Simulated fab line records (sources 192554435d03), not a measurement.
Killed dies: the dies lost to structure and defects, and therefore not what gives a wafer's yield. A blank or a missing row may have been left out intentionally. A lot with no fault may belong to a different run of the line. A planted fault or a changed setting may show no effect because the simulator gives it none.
Chamber matching -- flow n5Finfet -- N5_BEOL_M3_CO_CAP_55 on cvdCo-02 has 3 sister chambers
The step material Co, precursor CCTBA/H2, target thk 2 nm, time 102.1 s. 3 wafers are shown with their chamber, then 9 later ones without.

## EACH WAFER AND ITS CHAMBER
wafer,chamber,heaterPowerW (W)
L082.5,0,234
L087.5,1,257
L087.6,2,223

## WAFERS MISSING THEIR CHAMBER
wafer,heaterPowerW (W)
L088.1,238
L088.2,253
L088.5,251
L095.2,219
L095.3,250
L095.5,249
L096.1,221
L096.3,242
L096.5,227

## EACH ONE'S CHAMBER
wafer,from the rows above,in truth
L088.1,can't be placed: 0 or 2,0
L088.2,1,1
L088.5,can't be placed: 1 or 0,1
L095.2,can't be placed: 2 or 0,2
L095.3,can't be placed: 1 or 0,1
L095.5,can't be placed: 1 or 0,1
L096.1,can't be placed: 2 or 0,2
L096.3,can't be placed: 0 or 1 or 2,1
L096.5,can't be placed: 2 or 0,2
Correct placement for 1 of the 9. From these rows, 8 cannot be placed; in 8 the true chamber is one of the candidates. Placed wrongly: 0.
How it was worked out, from the rows above alone: a wafer's distance from a chamber is the root of the sum, over the readings, of the square of ((its reading less the chamber's mean) divided by the reading's scatter). The wafer belongs to the nearest chamber; if the next one is less than 2 further off, it can't be placed. Each chamber's mean is taken over the wafers shown for it. The scatter: with one shown wafer a chamber, the root of the mean of the squares of how far each hidden wafer lies from its nearest shown one.
